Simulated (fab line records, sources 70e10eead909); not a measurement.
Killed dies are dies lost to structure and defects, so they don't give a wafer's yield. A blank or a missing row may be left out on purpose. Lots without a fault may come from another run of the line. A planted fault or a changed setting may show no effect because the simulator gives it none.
fab line records | flow nand_harc
record lots=10 wafers=30 last_day=34
route steps=1302 shown THIN_TSV@1269 END@1301
lots that met no fault: from a run of the same line without faults
start_h: hours from the record's first day to the start of the lot's first wafer shown | wait_h: hours since the lot's step before | " the same as in the row above | L1.1+2: a row that stands for several wafers | - no value, or no start given | * or withheld: withheld | < > ~ a bound
route shown NAME@n: a module of which the file shows steps, and the number in the route of the first | usual: mean/standard deviation of fault-free wafers | same: alike in all rows | chamber/n: place in a boat | sites: the reading at each site | _std_site: their standard deviation | _edge_site: outer sites' mean less inner sites' | radius_mm: how far each site lies from the wafer's centre | mask NAME#n: copy n | behind: the tool/chamber that last shaped the wafer | hold: why the lot was held/for how many hours/how that ended | device: the transistor (n, p or np) that didn't switch | end of line: the same wafers' tests at the end of the route | a step without rows: its recipe alone | killed: dies lost to structure and defects at the first sort, not the wafer's yield | map: a wafer's dies, x killed, . not, _ none there
set.NAME: the setting as run; set.NAME@STEP: as run at that earlier step | model.NAME: the simulator's own value behind a step, which no gauge read
steps of the route over a sample of lots; a table a step, a row a wafer
services: from which hour (start_h, from the record's first day; less than 0 if before it) a tool's chamber was out of use, for how many hours, and why
## steps
# step NHARC_THIN_TSV_STRIP_62
# recipe power_w=1500 temp_c=250 time_s=20 chemistry=N2/H2
# usual drypump_motor_current_A=5.9/0.48 heater_power_w=361/36 temp_c=250.02/0.18
# same time_s=20
# columns lot.wafer tool chamber start_h wait_h drypump_motor_current_A heater_power_w rf_hours_counter_h temp_c
L553.2 plasma_asher-01 1 590.97 - 5.8 325 12 250.08
L553.4 " 0 " " 6.6 315 - 249.69
L553.3 " 1 " " 5.8 318 - 250.04
L551.2 plasma_asher-02 1 596.46 - 5.7 397 33 249.95
L551.3 " 0 " " 5.3 393 - 250.06
L551.4 " 1 " " 5.7 399 - 249.82
L555.1 plasma_asher-01 0 628.57 - 6.7 313 22 249.98
L555.4 " 0 " " 6.7 311 - 249.75
L555.6 " 1 " " 5.8 325 - 250.43
L554.3 plasma_asher-02 1 629.53 - 5.7 408 - 250.03
L554.6 " 0 " " 5.3 390 - 250.04
L554.5 " 1 " " 5.7 404 - 249.78
L559.1 plasma_asher-01 1 694.18 - 5.8 328 35 249.93
L559.4 " 0 " " 6.6 310 - 250.07
L559.3 " 1 " " 5.8 316 - 250.38
L561.1 plasma_asher-02 1 696.71 - 5.7 406 16 250.38
L561.6 " 0 " " 5.3 390 - 250.36
L561.5 " 1 " " 5.7 405 - 250.05
L564.2 plasma_asher-01 1 725.59 - 5.8 333 4 250.15
L564.3 " 0 " " 6.6 335 - 249.53
L564.5 " 0 " " 6.6 324 - 249.73
L569.1 plasma_asher-01 1 758.36 - 5.8 331 11 250.40
L569.4 " 1 " " 5.8 328 - 250.28
L569.3 " 0 " " 6.7 330 - 250.21
L568.4 plasma_asher-02 0 759.55 - 5.4 393 - 249.85
L568.3 " 1 " " 5.7 395 - 250.21
L568.6 " 0 " " 5.3 399 - 250.05
L570.1 plasma_asher-01 1 808.69 - 5.8 341 19 249.92
L570.4 " 0 " " 6.6 328 - 250.00
L570.5 " 1 " " 5.8 344 - 250.07
# step NHARC_THIN_TSV_PVD_19
# recipe target_thk_a=200 chamber_pressure_pa=5 material=TaN
# usual throttle_valve_pct=29.9/0.87
# columns lot.wafer tool chamber start_h wait_h throttle_valve_pct
L553.3 pvd_sputter-02 - 591.28 - 32.3
L553.4 " - " " 29.6
L553.2 " - " " 29.1
L551.2 pvd_sputter-02 - 596.77 - 29.8
L551.3 " - " " 32.0
L551.4 " - " " 29.4
L555.4 pvd_sputter-02 - 628.87 - 29.7
L555.1 " - " " 32.1
L555.6 " - " " 32.2
L554.3 pvd_sputter-03 - 629.83 - 29.9
L554.6 " - " " 30.3
L554.5 " - " " 29.9
L559.1 pvd_sputter-02 - 694.49 - 29.2
L559.3 " - " " 30.5
L559.4 " - " " 31.4
L561.1 pvd_sputter-02 - 697.02 - 30.6
L561.6 " - " " 29.5
L561.5 " - " " 30.5
L564.3 pvd_sputter-01 - 725.93 - 29.5
L564.2 " - " " 30.2
L564.5 " - " " 29.7
L569.3 pvd_sputter-03 - 758.68 - 29.9
L569.4 " - " " 29.8
L569.1 " - " " 32.0
L568.3 pvd_sputter-01 - 759.86 - 29.9
L568.4 " - " " 29.9
L568.6 " - " " 28.7
L570.4 pvd_sputter-01 - 809.02 - 29.4
L570.1 " - " " 30.3
L570.5 " - " " 29.6
# step NHARC_THIN_TSV_STRIP_56
# recipe power_w=1500 temp_c=250 chemistry=O2
# usual drypump_motor_current_A=5.9/0.48 heater_power_w=356/36 temp_c=250.01/0.2
# columns lot.wafer tool chamber start_h wait_h drypump_motor_current_A heater_power_w rf_hours_counter_h temp_c
L553.2 plasma_asher-01 1 594.93 0.1 5.8 317 12 250.39
L553.3 " 0 " " 6.7 310 - 250.14
L553.4 " 1 " " 5.8 330 - 249.82
L551.2 plasma_asher-01 1 600.28 0.1 5.8 324 14 250.00
L551.3 " 1 " " 5.8 315 - 250.09
L551.4 " 0 " " 6.7 317 - 250.10
L555.1 plasma_asher-02 1 632.55 0.1 5.7 395 4 250.21
L555.4 " 1 " " 5.7 401 - 250.04
L555.6 " 0 " " 5.3 384 - 249.61
L554.3 plasma_asher-01 0 633.58 0.2 6.7 318 - 249.84
L554.5 " 1 " " 5.8 325 - 249.95
L554.6 " 0 " " 6.7 315 - 250.07
L559.1 plasma_asher-02 1 698.05 0.1 5.7 396 17 249.61
L559.4 " 0 " " 5.4 394 - 250.21
L559.3 " 1 " " 5.7 402 - 249.93
L561.1 plasma_asher-02 1 700.64 0.1 5.7 407 17 250.14
L561.6 " 1 " " 5.7 400 - 249.80
L561.5 " 0 " " 5.4 388 - 250.06
L564.2 plasma_asher-01 0 729.53 0.1 6.6 324 5 250.29
L564.3 " 0 " " 6.7 315 - 250.07
L564.5 " 1 " " 5.8 335 - 249.85
L569.1 plasma_asher-01 0 762.49 0.1 6.7 326 12 250.02
L569.3 " 0 " " 6.7 333 - 250.19
L569.4 " 1 " " 5.8 340 - 249.98
L568.3 plasma_asher-01 1 763.81 0.2 5.8 335 - 249.93
L568.4 " 0 " " 6.7 326 - 249.50
L568.6 " 1 " " 5.8 336 - 250.02
L570.1 plasma_asher-01 1 812.64 0.1 5.8 344 19 250.17
L570.4 " 1 " " 5.8 341 - 250.21
L570.5 " 0 " " 6.7 322 - 249.79
# step NHARC_THIN_TSV_CD_MEAS_37
# usual cd_nm=5001/3.3
# columns lot.wafer tool chamber start_h wait_h cd_nm
L553.2 cd_sem-02 - 595.68 - 5004
L553.3 " - " " 5007
L553.4 " - " " 5008
L551.2 cd_sem-02 - 601.07 - 5003
L551.3 " - " " 4993
L551.4 " - " " 4998
L555.1 cd_sem-01 - 633.29 - 5002
L555.4 " - " " 5005
L555.6 " - " " 4997
L554.3 cd_sem-02 - 634.23 - 5001
L554.5 " - " " 5002
L554.6 " - " " 5000
L559.1 cd_sem-02 - 698.80 - 5004
L559.3 " - " " 4999
L559.4 " - " " 4999
L561.1 cd_sem-03 - 701.43 - 5002
L561.5 " - " " 5004
L561.6 " - " " 4998
L564.2 cd_sem-02 - 730.33 - 5003
L564.3 " - " " 4995
L564.5 " - " " 5002
L569.1 cd_sem-03 - 763.29 - 5002
L569.3 " - " " 5001
L569.4 " - " " 5000
L568.3 cd_sem-03 - 764.52 - 4998
L568.4 " - " " 5007
L568.6 " - " " 5003
L570.1 cd_sem-03 - 813.44 - 5003
L570.4 " - " " 4998
L570.5 " - " " 4998
# step NHARC_END_WLT_00
# usual VT_DECK1_BOTTOM=0.874/0.0072 VT_DECK1_BOTTOM_INNER=0.874/0.0074 VT_DECK1_MEDIAN_NEAR_BOTTOM=0.874/0.0069 VT_DECK1_MEDIAN_NEAR_BOTTOM_INNER=0.875/0.0079 VT_DECK1_MIDDLE=0.887/0.0062 VT_DECK1_MIDDLE_INNER=0.886/0.0069 VT_DECK1_TOP=0.897/0.0069 VT_DECK1_TOP_INNER=0.897/0.0074 VT_DECK2_BOTTOM=0.871/0.0096 VT_DECK2_BOTTOM_INNER=0.871/0.0095 VT_DECK2_MEDIAN_NEAR_BOTTOM=0.872/0.0097 VT_DECK2_MEDIAN_NEAR_BOTTOM_INNER=0.872/0.0095 VT_DECK2_MIDDLE=0.885/0.0086 VT_DECK2_MIDDLE_INNER=0.883/0.0082 VT_DECK2_TOP=0.895/0.008 VT_DECK2_TOP_INNER=0.895/0.0083
# columns lot.wafer tool chamber start_h wait_h hold VT_DECK1_BOTTOM VT_DECK1_BOTTOM_INNER VT_DECK1_MEDIAN_NEAR_BOTTOM VT_DECK1_MEDIAN_NEAR_BOTTOM_INNER VT_DECK1_MIDDLE VT_DECK1_MIDDLE_INNER VT_DECK1_TOP VT_DECK1_TOP_INNER VT_DECK2_BOTTOM VT_DECK2_BOTTOM_INNER VT_DECK2_MEDIAN_NEAR_BOTTOM VT_DECK2_MEDIAN_NEAR_BOTTOM_INNER VT_DECK2_MIDDLE VT_DECK2_MIDDLE_INNER VT_DECK2_TOP VT_DECK2_TOP_INNER
L553.2 prober-01 - 600.75 0.5 - 0.883 0.883 0.883 0.886 0.883 0.892 0.903 0.904 0.861 0.865 0.864 0.863 0.877 0.881 0.893 0.885
L553.3 " - " " - 0.877 0.882 0.881 0.875 0.887 0.896 0.904 0.896 0.870 0.872 0.879 0.874 0.883 0.886 0.900 0.899
L553.4 " - " " - 0.875 0.877 0.872 0.887 0.889 0.888 0.894 0.897 0.878 0.869 0.874 0.861 0.887 0.880 0.888 0.904
L551.2 prober-01 - 608.58 2.2 - 0.885 0.884 0.877 0.888 0.887 0.893 0.902 0.906 0.870 0.878 0.877 0.872 0.895 0.877 0.890 0.900
L551.3 " - " " - 0.876 0.880 0.879 0.872 0.894 0.901 0.913 0.909 0.863 0.868 0.862 0.865 0.875 0.880 0.900 0.893
L551.4 " - " " - 0.866 0.871 0.875 0.873 0.883 0.887 0.899 0.901 0.866 0.863 0.865 0.861 0.879 0.871 0.887 0.891
L555.1 prober-02 - 638.02 0.1 - 0.865 0.865 0.867 0.874 0.882 0.876 0.893 0.886 0.866 0.865 0.861 0.865 0.875 0.874 0.889 0.892
L555.4 " - 639.53 1.6 - 0.862 0.860 0.861 0.860 0.869 0.877 0.882 0.885 0.866 0.868 0.868 0.864 0.879 0.876 0.894 0.883
L555.6 " - 640.54 2.6 - 0.866 0.864 0.867 0.869 0.883 0.877 0.891 0.882 0.871 0.876 0.871 0.876 0.881 0.885 0.891 0.891
L554.3 prober-01 - 639.01 1.0 - 0.866 0.859 0.878 0.865 0.877 0.876 0.887 0.891 0.870 0.876 0.875 0.869 0.888 0.878 0.895 0.891
L554.5 " - 640.02 2.1 - 0.867 0.865 0.864 0.866 0.882 0.876 0.896 0.890 0.865 0.864 0.862 0.862 0.881 0.883 0.895 0.888
L554.6 " - " " - 0.864 0.869 0.872 0.874 0.883 0.875 0.883 0.890 0.879 0.877 0.870 0.872 0.888 0.883 0.890 0.895
L561.1 prober-01 - 706.52 2.9 await_dispo/1.9h/release 0.866 0.867 0.872 0.867 0.893 0.892 0.901 0.901 0.889 0.890 0.899 0.896 0.900 0.900 0.908 0.909
L561.5 " - 708.54 4.9 await_dispo/0.2h/release 0.878 0.876 0.871 0.872 0.891 0.892 0.905 0.910 0.883 0.881 0.887 0.883 0.895 0.898 0.899 0.910
L561.6 " - " " await_dispo/0.2h/release 0.864 0.863 0.867 0.870 0.881 0.894 0.895 0.894 0.884 0.870 0.869 0.875 0.898 0.889 0.904 0.910
L561.1 prober-01 - 711.32 4.3 await_dispo/0.2h/release 0.866 0.861 0.875 0.870 0.877 0.880 0.896 0.895 0.883 0.887 0.884 0.891 0.908 0.902 0.912 0.907
L561.5 " - 713.34 4.3 - 0.872 0.866 0.871 0.876 0.889 0.882 0.895 0.894 0.884 0.879 0.877 0.883 0.895 0.897 0.901 0.908
L561.6 " - " " - 0.874 0.868 0.864 0.870 0.876 0.888 0.898 0.892 0.876 0.870 0.879 0.872 0.893 0.894 0.908 0.907
L559.1 prober-01 - 711.32 7.7 await_dispo/5.2h/release 0.877 0.882 0.874 0.875 0.893 0.894 0.898 0.910 0.885 0.887 0.894 0.887 0.895 0.894 0.907 0.905
L559.3 " - 712.34 8.7 await_dispo/5.2h/release 0.887 0.885 0.882 0.891 0.897 0.892 0.911 0.906 0.883 0.885 0.887 0.874 0.906 0.890 0.905 0.913
L559.4 " - " " await_dispo/5.2h/release 0.883 0.885 0.879 0.876 0.896 0.891 0.911 0.910 0.866 0.882 0.879 0.880 0.895 0.895 0.914 0.903
L564.2 prober-02 - 734.64 0.6 - 0.879 0.872 0.884 0.874 0.891 0.896 0.902 0.909 0.852 0.853 0.851 0.848 0.866 0.869 0.888 0.872
L564.3 " - " " - 0.885 0.886 0.880 0.886 0.898 0.892 0.897 0.905 0.850 0.840 0.855 0.854 0.866 0.863 0.880 0.884
L564.5 " - 736.15 2.1 - 0.884 0.877 0.877 0.885 0.897 0.896 0.910 0.910 0.855 0.849 0.846 0.855 0.868 0.868 0.885 0.882
L569.1 prober-01 - 768.03 0.1 - 0.875 0.867 0.872 0.870 0.884 0.890 0.902 0.897 0.864 0.870 0.870 0.866 0.879 0.878 0.887 0.889
L569.3 " - 769.03 1.1 - 0.871 0.863 0.872 0.869 0.886 0.884 0.896 0.897 0.864 0.869 0.869 0.869 0.879 0.885 0.900 0.891
L569.4 " - " " - 0.870 0.862 0.867 0.870 0.887 0.893 0.893 0.891 0.869 0.864 0.868 0.872 0.884 0.873 0.886 0.886
L568.3 prober-02 - 770.73 2.8 - 0.872 0.878 0.868 0.870 0.882 0.879 0.890 0.898 0.881 0.875 0.886 0.879 0.890 0.890 0.896 0.891
L568.4 " - " " - 0.875 0.870 0.876 0.881 0.885 0.884 0.893 0.897 0.870 0.861 0.870 0.865 0.882 0.876 0.896 0.896
L568.6 " - 772.23 4.3 - 0.865 0.868 0.872 0.881 0.888 0.876 0.893 0.898 0.880 0.875 0.878 0.881 0.891 0.884 0.893 0.898
L570.1 prober-02 - 818.87 0.1 - 0.870 0.874 0.867 0.869 0.873 0.879 0.897 0.895 0.872 0.863 0.862 0.866 0.886 0.884 0.896 0.896
L570.4 " - 820.37 1.5 - 0.878 0.873 0.867 0.881 0.878 0.883 0.898 0.903 0.866 0.863 0.871 0.866 0.869 0.884 0.893 0.890
L570.5 " - " " - 0.869 0.868 0.865 0.866 0.883 0.886 0.890 0.890 0.873 0.872 0.880 0.876 0.881 0.883 0.894 0.888
# step NHARC_END_SORT_01
# recipe temp_c=25
# usual defect_limited_yield=90.9/2.4 killed_at_array=56/17 killed_at_other=1.2/1.4 killed_at_periphery=4/3.2 killed_dies=61/16 killed_open=3.6/2.1 killed_short=2.7/1.8
# same gross_dies=677
# columns lot.wafer tool chamber start_h wait_h hold defect_limited_yield[%] killed_at_array killed_at_other killed_at_periphery killed_dies killed_open killed_short
L553.2 prober-01 0 604.06 2.8 - 88.3 71 2 6 79 2 5
L553.3 prober-01 0 604.87 3.1 - 89.1 71 0 3 74 1 2
L553.4 prober-01 0 605.67 3.4 - 90.8 57 2 3 62 2 3
L551.2 prober-01 0 611.85 2.8 - 90.5 60 0 4 64 3 2
L551.3 prober-01 0 612.63 3.1 - 89.1 71 0 3 74 6 1
L551.4 prober-01 0 613.41 3.3 - 88.8 74 0 2 76 4 5
L555.1 prober-02 0 641.04 2.5 - 89.4 65 0 7 72 1 2
L555.4 prober-02 0 643.45 3.4 - 85.8 80 2 14 96 7 3
L555.6 prober-02 0 645.05 4.0 - 88.6 75 0 2 77 3 2
L554.3 prober-01 0 642.63 3.1 - 92.2 52 0 1 53 5 4
L554.5 prober-01 0 644.23 3.7 - 92.2 46 1 6 53 8 3
L554.6 prober-01 0 645.04 4.0 - 92.3 45 0 7 52 6 4
L559.1 prober-02 0 714.40 2.6 await_dispo/5.7h/release 83.3 31 77 5 113 3 6
L559.3 prober-02 0 716.00 3.1 await_dispo/5.7h/release 80.2 43 88 3 134 3 2
L559.4 prober-02 0 716.80 3.4 await_dispo/5.7h/release 85.8 56 37 3 96 6 3
L561.1 prober-02 0 722.32 10.5 await_dispo/4.0h/release 79.6 46 89 3 138 2 1
L561.5 prober-02 0 725.52 11.7 await_dispo/4.0h/release 77.1 59 91 5 155 6 4
L561.6 prober-02 0 726.32 12.0 await_dispo/4.0h/release 78.4 59 85 2 146 4 2
L564.2 prober-02 0 737.96 2.8 - 92.2 51 0 2 53 3 6
L564.3 prober-02 0 738.76 3.1 - 93.4 43 0 2 45 1 2
L564.5 prober-02 0 740.37 3.7 - 89.5 67 0 4 71 4 6
L569.1 prober-01 0 771.03 2.5 - 87.7 69 3 11 83 12 4
L569.3 prober-01 0 772.63 3.1 - 90.4 55 2 8 65 2 4
L569.4 prober-01 0 773.43 3.4 - 90.5 55 1 8 64 2 3
L568.3 prober-02 0 774.29 3.1 - 90.0 56 3 9 68 7 3
L568.4 prober-02 0 775.07 3.3 - 93.8 36 2 4 42 3 2
L568.6 prober-02 0 776.63 3.9 - 91.6 45 6 6 57 4 4
L570.1 prober-02 0 821.86 2.5 - 90.0 46 6 16 68 3 2
L570.4 prober-02 0 824.26 3.4 - 92.6 40 1 9 50 3 2
L570.5 prober-02 0 825.06 3.7 - 89.4 60 2 10 72 4 3
# killed by level:class
L553.2 A_CHANNEL_HOLE_D2:chamber_film_flake=36 A_SLIT:chamber_film_flake=30 P_CONTACT:geometric_particle:short=3 A_CHANNEL_HOLE_D1:chamber_film_flake=2 THIN_TSV:chamber_film_flake=2 P_CONTACT:geometric_particle:open=1 P_M0:geometric_particle:short=1 A_CHANNEL_FILL_D2:geometric_particle:short=1
L553.3 A_CHANNEL_HOLE_D2:chamber_film_flake=36 A_SLIT:chamber_film_flake=26 A_CHANNEL_HOLE_D1:chamber_film_flake=2 A_CONTACT:chamber_film_flake=2 P_CONTACT:geometric_particle:open=1 P_CONTACT:geometric_particle:short=1 A_ONON_D1:geometric_particle:short=1 P_ZERO_WELL:chamber_film_flake=1
L553.4 A_SLIT:chamber_film_flake=23 A_CHANNEL_HOLE_D2:chamber_film_flake=20 A_CHANNEL_HOLE_D1:chamber_film_flake=3 A_CONTACT:chamber_film_flake=3 P_CONTACT:geometric_particle:short=2 A_CHANNEL_FILL_D1:chamber_film_flake=2 A_STAIRCASE:chamber_film_flake=2 THIN_TSV:chamber_film_flake=2
L551.2 A_SLIT:chamber_film_flake=26 A_CHANNEL_HOLE_D2:chamber_film_flake=19 A_CONTACT:chamber_film_flake=5 A_ZERO_WELL:chamber_film_flake=3 A_CHANNEL_FILL_D1:chamber_film_flake=2 P_STI:geometric_particle:short=1 P_CONTACT:geometric_particle:open=1 P_M0:geometric_particle:open=1
L551.3 A_SLIT:chamber_film_flake=28 A_CHANNEL_HOLE_D2:chamber_film_flake=26 A_CONTACT:chamber_film_flake=6 A_CHANNEL_FILL_D1:geometric_particle:open=3 P_GATE:chamber_film_flake=3 A_ZERO_WELL:chamber_film_flake=2 A_ONON_D2:geometric_particle:open=1 A_CHANNEL_FILL_D2:geometric_particle:open=1
L551.4 A_CHANNEL_HOLE_D2:chamber_film_flake=29 A_SLIT:chamber_film_flake=26 A_CHANNEL_FILL_D2:chamber_film_flake=3 A_DECK1_JOINT:geometric_particle:short=2 A_CHANNEL_FILL_D2:geometric_particle:short=2 A_M0:geometric_particle:open=2 P_GATE:chamber_film_flake=2 A_STAIRCASE:chamber_film_flake=2
L555.1 A_SLIT:chamber_film_flake=23 A_CHANNEL_HOLE_D1:chamber_film_flake=19 A_CHANNEL_HOLE_D2:chamber_film_flake=12 P_M0:chamber_film_flake=3 A_WL_FILL:chamber_film_flake=3 P_ZERO_WELL:chamber_film_flake=2 A_STAIRCASE:chamber_film_flake=2 A_CONTACT:chamber_film_flake=2
L554.3 A_CHANNEL_HOLE_D2:chamber_film_flake=32 A_STAIRCASE:chamber_film_flake=4 A_ONON_D2:geometric_particle:open=2 A_CHANNEL_HOLE_D1:chamber_film_flake=2 P_M0:geometric_particle:open=1 A_ONON_D2:geometric_particle:short=1 A_CHANNEL_FILL_D2:geometric_particle:short=1 A_STAIRCASE:geometric_particle:short=1
L555.4 A_SLIT:chamber_film_flake=28 A_CHANNEL_HOLE_D1:chamber_film_flake=22 A_CHANNEL_HOLE_D2:chamber_film_flake=13 P_ZERO_WELL:chamber_film_flake=4 A_CHANNEL_FILL_D2:chamber_film_flake=4 P_CONTACT:chamber_film_flake=3 P_M0:chamber_film_flake=3 A_CONTACT:chamber_film_flake=3
L554.5 A_CHANNEL_HOLE_D2:chamber_film_flake=22 A_CHANNEL_HOLE_D1:chamber_film_flake=5 A_STAIRCASE:chamber_film_flake=4 P_CONTACT:geometric_particle:open=2 P_CONTACT:chamber_film_flake=2 A_ZERO_WELL:chamber_film_flake=2 A_SLIT:chamber_film_flake=2 A_CONTACT:chamber_film_flake=2
L554.6 A_CHANNEL_HOLE_D2:chamber_film_flake=30 A_CHANNEL_HOLE_D1:chamber_film_flake=4 P_CONTACT:chamber_film_flake=3 P_CONTACT:geometric_particle:open=2 A_WL_FILL:chamber_film_flake=2 P_GATE:geometric_particle:open=1 P_M0:geometric_particle:open=1 A_CHANNEL_FILL_D1:geometric_particle:open=1
L555.6 A_SLIT:chamber_film_flake=29 A_CHANNEL_HOLE_D1:chamber_film_flake=23 A_CHANNEL_HOLE_D2:chamber_film_flake=10 A_CONTACT:chamber_film_flake=4 A_CHANNEL_FILL_D2:chamber_film_flake=2 A_WL_FILL:chamber_film_flake=2 P_M2:geometric_particle:short=1 A_CHANNEL_FILL_D1:geometric_particle:short=1
L559.1 THIN_TSV:unspecified=77 A_SLIT:chamber_film_flake=7 A_CHANNEL_HOLE_D1:chamber_film_flake=6 A_CONTACT:chamber_film_flake=6 A_WL_FILL:geometric_particle:short=2 P_M2:chamber_film_flake=2 A_CHANNEL_HOLE_D2:chamber_film_flake=2 A_SGD_CUT:chamber_film_flake=2
L559.3 THIN_TSV:unspecified=87 A_SLIT:chamber_film_flake=28 A_SGD_CUT:chamber_film_flake=3 P_M2:chamber_film_flake=2 A_CHANNEL_HOLE_D1:chamber_film_flake=2 A_CHANNEL_FILL_D1:chamber_film_flake=2 P_M0:geometric_particle:open=1 A_CHANNEL_FILL_D2:geometric_particle:short=1
L559.4 THIN_TSV:unspecified=37 A_SLIT:chamber_film_flake=35 A_CONTACT:chamber_film_flake=5 A_CHANNEL_HOLE_D1:chamber_film_flake=3 A_M0:geometric_particle:open=2 A_DECK1_JOINT:chamber_film_flake=2 A_STAIRCASE:chamber_film_flake=2 P_M0:geometric_particle:open=1
L561.1 THIN_TSV:unspecified=89 A_CHANNEL_HOLE_D1:chamber_film_flake=21 A_CHANNEL_HOLE_D2:chamber_film_flake=15 A_CONTACT:chamber_film_flake=5 A_STAIRCASE:chamber_film_flake=3 P_M0:geometric_particle:open=2 P_M2:chamber_film_flake=1 A_BLC:geometric_particle:short=1
L561.5 THIN_TSV:unspecified=87 A_CHANNEL_HOLE_D2:chamber_film_flake=25 A_CHANNEL_HOLE_D1:chamber_film_flake=20 THIN_TSV:chamber_film_flake=4 A_CONTACT:chamber_film_flake=3 A_M0:geometric_particle:open=2 P_GATE:chamber_film_flake=2 A_WL_FILL:chamber_film_flake=2
L561.6 THIN_TSV:unspecified=82 A_CHANNEL_HOLE_D1:chamber_film_flake=37 A_CONTACT:chamber_film_flake=9 A_SLIT:chamber_film_flake=4 A_CHANNEL_HOLE_D2:chamber_film_flake=3 THIN_TSV:chamber_film_flake=2 A_CHANNEL_HOLE_D1:geometric_particle:short=1 A_DECK1_JOINT:geometric_particle:short=1
L564.2 A_CHANNEL_HOLE_D2:chamber_film_flake=21 A_CHANNEL_HOLE_D1:chamber_film_flake=7 A_CONTACT:chamber_film_flake=7 A_SLIT:chamber_film_flake=3 A_WL_FILL:chamber_film_flake=2 P_CONTACT:geometric_particle:short=1 A_CHANNEL_HOLE_D1:geometric_particle:short=1 A_CHANNEL_HOLE_D1:geometric_particle:open=1
L564.3 A_CHANNEL_HOLE_D2:chamber_film_flake=21 A_CHANNEL_HOLE_D1:chamber_film_flake=12 A_SLIT:chamber_film_flake=4 P_M0:geometric_particle:open=1 A_DECK1_JOINT:geometric_particle:short=1 A_BLC:geometric_particle:short=1 P_STI:chamber_film_flake=1 A_DECK1_JOINT:chamber_film_flake=1
L564.5 A_CHANNEL_HOLE_D2:chamber_film_flake=25 A_CHANNEL_HOLE_D1:chamber_film_flake=13 A_SLIT:chamber_film_flake=10 A_CONTACT:chamber_film_flake=6 A_ONON_D2:geometric_particle:short=3 P_STI:chamber_film_flake=3 A_STAIRCASE:chamber_film_flake=2 P_GATE:geometric_particle:open=1
L569.1 A_SLIT:chamber_film_flake=31 A_CHANNEL_HOLE_D1:chamber_film_flake=16 A_CONTACT:chamber_film_flake=5 P_GATE:chamber_film_flake=4 A_CHANNEL_FILL_D2:chamber_film_flake=4 A_ONON_D1:geometric_particle:open=3 THIN_TSV:chamber_film_flake=3 A_CHANNEL_FILL_D1:geometric_particle:open=2
L569.3 A_SLIT:chamber_film_flake=25 A_CHANNEL_HOLE_D1:chamber_film_flake=10 A_CHANNEL_FILL_D2:chamber_film_flake=6 A_CONTACT:chamber_film_flake=5 P_STI:chamber_film_flake=4 P_GATE:chamber_film_flake=4 A_CHANNEL_FILL_D2:geometric_particle:short=2 A_CHANNEL_HOLE_D2:chamber_film_flake=2
L569.4 A_SLIT:chamber_film_flake=27 A_CHANNEL_HOLE_D1:chamber_film_flake=17 P_STI:chamber_film_flake=4 P_GATE:chamber_film_flake=3 A_CHANNEL_FILL_D2:chamber_film_flake=3 A_CHANNEL_FILL_D1:geometric_particle:short=2 A_DECK1_JOINT:geometric_particle:short=1 A_WL_FILL:geometric_particle:open=1
L568.3 A_CHANNEL_HOLE_D2:chamber_film_flake=35 A_CONTACT:chamber_film_flake=6 A_SLIT:chamber_film_flake=4 P_CONTACT:geometric_particle:open=3 THIN_TSV:chamber_film_flake=2 A_CHANNEL_FILL_D2:geometric_particle:open=2 P_ZERO_WELL:chamber_film_flake=2 P_GATE:chamber_film_flake=2
L568.4 A_CHANNEL_HOLE_D2:chamber_film_flake=24 A_SLIT:chamber_film_flake=4 A_CHANNEL_FILL_D1:chamber_film_flake=2 THIN_TSV:chamber_film_flake=2 P_GATE:geometric_particle:open=1 P_CONTACT:geometric_particle:short=1 A_ONON_D1:geometric_particle:open=1 A_CHANNEL_FILL_D1:geometric_particle:open=1
L568.6 A_CHANNEL_HOLE_D2:chamber_film_flake=26 A_CONTACT:chamber_film_flake=6 THIN_TSV:chamber_film_flake=6 P_CONTACT:geometric_particle:open=3 P_GATE:chamber_film_flake=2 A_CHANNEL_HOLE_D1:unspecified=2 A_STAIRCASE:chamber_film_flake=2 A_SLIT:chamber_film_flake=2
L570.1 A_SLIT:chamber_film_flake=34 P_CONTACT:chamber_film_flake=10 A_STAIRCASE:chamber_film_flake=5 THIN_TSV:chamber_film_flake=5 A_M0:chamber_film_flake=3 P_BONDPAD:chamber_film_flake=2 P_M0:geometric_particle:open=1 A_ONON_D1:geometric_particle:short=1
L570.4 A_SLIT:chamber_film_flake=27 P_CONTACT:chamber_film_flake=5 A_STAIRCASE:chamber_film_flake=4 A_CONTACT:chamber_film_flake=4 P_M1:geometric_particle:open=2 P_M1:geometric_particle:short=1 A_CHANNEL_FILL_D2:geometric_particle:open=1 A_CHANNEL_FILL_D2:geometric_particle:short=1
L570.5 A_SLIT:chamber_film_flake=37 A_STAIRCASE:chamber_film_flake=5 A_CONTACT:chamber_film_flake=5 P_GATE:chamber_film_flake=3 A_CHANNEL_FILL_D2:geometric_particle:short=2 P_STI:chamber_film_flake=2 P_CONTACT:chamber_film_flake=2 P_BONDPAD:chamber_film_flake=2
## services
# columns tool chamber start_h hours kind
pvd_sputter-01 - 571.11 7.1 repair
pvd_sputter-02 - 581.01 4.6 repair
pvd_sputter-01 - 582.01 10.0 pm
pvd_sputter-01 - 596.88 1.0 repair
plasma_asher-02 - 603.41 9.0 pm
plasma_asher-02 0 603.41 9.0 vent_cycle
plasma_asher-02 1 603.41 9.0 vent_cycle
plasma_asher-02 0 612.41 - clean
plasma_asher-02 1 612.41 - clean
pvd_sputter-02 - 638.05 10.0 pm
pvd_sputter-03 - 649.28 11.3 repair
plasma_asher-01 - 696.26 9.0 pm
plasma_asher-01 0 696.26 9.0 vent_cycle
plasma_asher-01 1 696.26 9.0 vent_cycle
pvd_sputter-03 - 698.80 2.1 repair
pvd_sputter-03 - 704.00 10.0 pm
plasma_asher-01 0 705.26 - clean
plasma_asher-01 1 705.26 - clean
pvd_sputter-01 - 709.21 2.4 repair
pvd_sputter-01 - 736.16 2.0 repair
plasma_asher-02 - 780.41 9.0 pm
plasma_asher-02 0 780.41 9.0 vent_cycle
plasma_asher-02 1 780.41 9.0 vent_cycle
plasma_asher-01 - 802.60 0.8 repair
## key
first_sign step=NHARC_END_SORT_01 reading=killed_at_other direction=up sigmas=54 usual=1.2 struck=77.8
effect step=NHARC_END_SORT_01 reading=killed_dies direction=up sigmas=4.2 usual=61 struck=130
more_kills_born_at NHARC_THIN_TSV_PVD_19@pvd_sputter-02=459
met_at NHARC_THIN_TSV_PVD_19
struck_lots L559,L561
not_acting_at NHARC_THIN_TSV_STRIP_62,NHARC_THIN_TSV_STRIP_56,NHARC_THIN_TSV_CD_MEAS_37
onset_between 628.87 694.49
fault kind=chamber_particle_source tool=pvd_sputter-02 chamber=- onset_h=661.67 steps=NHARC_THIN_TSV_PVD_19 rate_per_visit_cm2=1.7814 end_h=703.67
